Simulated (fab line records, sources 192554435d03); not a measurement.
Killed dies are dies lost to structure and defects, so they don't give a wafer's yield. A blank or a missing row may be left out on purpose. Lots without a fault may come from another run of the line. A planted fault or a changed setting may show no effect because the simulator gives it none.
Chamber matching | flow n5_finfet | N5_BEOL_M4_PRE_CLEAN_60 on cvd_co-01: 3 sister chambers
The step time 15 s. 3 wafers are shown with their chamber, then 11 later ones without.

WAFERS WITH THEIR CHAMBER
wafer  | chamber | heater_power_outer_w (W)
L090.1 | 2       | 35
L090.5 | 0       | 8
L093.2 | 1       | 25

WAFERS WITHOUT THEIR CHAMBER
wafer  | heater_power_outer_w (W)
L093.3 | 34
L093.4 | 25
L092.1 | 34
L092.2 | 8
L092.4 | 34
L094.3 | 25
L094.4 | 8
L094.6 | 24
L097.2 | 34
L097.4 | 25
L097.6 | 8

WHICH CHAMBER EACH WENT THROUGH
wafer  | from the rows above | in truth
L093.3 | 2                   | 2
L093.4 | 1                   | 1
L092.1 | 2                   | 2
L092.2 | 0                   | 0
L092.4 | 2                   | 2
L094.3 | 1                   | 1
L094.4 | 0                   | 0
L094.6 | 1                   | 1
L097.2 | 2                   | 2
L097.4 | 1                   | 1
L097.6 | 0                   | 0
Placed correctly: 11 of 11. Can't be placed from these rows: 0. Placed wrongly: 0.
How it was worked out, from the rows above alone: a wafer's distance from a chamber is the root of the sum, over the readings, of the square of ((its reading less the chamber's mean) divided by the reading's scatter). The wafer belongs to the nearest chamber; if the next one is less than 2 further off, it can't be placed. A chamber's mean is the mean of its shown wafers. The scatter: with one shown wafer a chamber, the root of the mean of the squares of how far each hidden wafer lies from its nearest shown one.
